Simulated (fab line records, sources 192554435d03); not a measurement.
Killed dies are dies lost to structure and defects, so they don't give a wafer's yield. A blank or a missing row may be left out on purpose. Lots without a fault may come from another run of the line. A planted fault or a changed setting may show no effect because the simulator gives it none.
fab line records | flow n5_finfet
record lots=7 wafers=39
route steps=1938 shown TV_OPEN@1890
start_h: hours from the record's first day to the start of the lot's first wafer shown | wait_h: hours since the lot's step before | " the same as in the row above | L1.1+2: a row that stands for several wafers | - no value, or no start given | * or withheld: withheld | < > ~ a bound
route shown NAME@n: a module of which the file shows steps, and the number in the route of the first | usual: mean/standard deviation of fault-free wafers | same: alike in all rows | chamber/n: place in a boat | sites: the reading at each site | _std_site: their standard deviation | _edge_site: outer sites' mean less inner sites' | radius_mm: how far each site lies from the wafer's centre | mask NAME#n: copy n | behind: the tool/chamber that last shaped the wafer | hold: why the lot was held/for how many hours/how that ended | device: the transistor (n, p or np) that didn't switch | end of line: the same wafers' tests at the end of the route | a step without rows: its recipe alone | killed: dies lost to structure and defects at the first sort, not the wafer's yield | map: a wafer's dies, x killed, . not, _ none there
set.NAME: the setting as run; set.NAME@STEP: as run at that earlier step | model.NAME: the simulator's own value behind a step, which no gauge read
lots whose settings were changed on purpose; a table a step, a row a wafer
## steps
# step N5_PASSIVATION_ETCH_15
# recipe chemistry=CF4/N2 target=SiCN target_depth_a=750 taper_deg=2 time_s=81.2 ion_energy_ev=150 mask_material=SiNx pressure_mtorr=40 source_w=430 bias_w=70 Ar_flow_sccm=100 cf4_flow_sccm=60 n2_flow_sccm=60
# columns lot.wafer tool chamber start_h wait_h set.target_depth_a model.etch.depth_nm
L075.3 rie_diel-04 3 - - 750 62.36
L075.4 " 0 " " 750 63.1
L075.5 " 2 " " 750 65.77
L078.1 rie_diel-04 2 - - 750 65.23
L078.2 " 1 " " 750 64.94
L078.3 " 3 " " 750 60.89
L078.4 " 0 " " 750 62.75
L078.5 " 0 " " 750 61.94
L078.6 " 3 " " 750 61.37
L074.1 rie_diel-04 2 - - 569 49.25
L074.2 " 0 " " 750 61.96
L074.3 " 1 " " 750 65.96
L074.4 " 1 " " 569 49.94
L074.5 " 2 " " 569 49.34
L074.6 " 0 " " 750 62.31
L080.1 rie_diel-01 1 - - 750 63.66
L080.2 " 0 " " 750 61.84
L080.3 " 2 " " 750 64.67
L080.4 " 3 " " 750 64.46
L080.5 " 3 " " 750 64.54
L080.6 " 0 " " 750 62.3
L085.1 rie_diel-04 3 - - 1082 93.24
L085.2 " 0 " " 1082 89.49
L085.3 " 2 " " 750 64.77
L085.4 " 1 " " 750 65.3
L085.5 " 1 " " 1082 94.76
L085.6 " 0 " " 750 62.8
L092.1 rie_diel-04 1 - - 1126 97.69
L092.2 " 3 " " 1126 96.77
L092.3 " 0 " " 750 62.21
L092.4 " 2 " " 750 64.89
L092.5 " 2 " " 1126 97.23
L092.6 " 3 " " 750 64.45
L093.1 rie_diel-05 1 - - 750 64.13
L093.2 " 0 " " 750 62.06
L093.3 " 3 " " 750 65.19
L093.4 " 2 " " 750 64.46
L093.5 " 2 " " 750 64.56
L093.6 " 3 " " 750 65.57
## key
split step=N5_PASSIVATION_ETCH_15 setting=target_depth_a stated=750 by=wafer
response step=N5_PASSIVATION_ETCH_15 reading=model.etch.depth_nm change=+0.644 per=1% r=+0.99
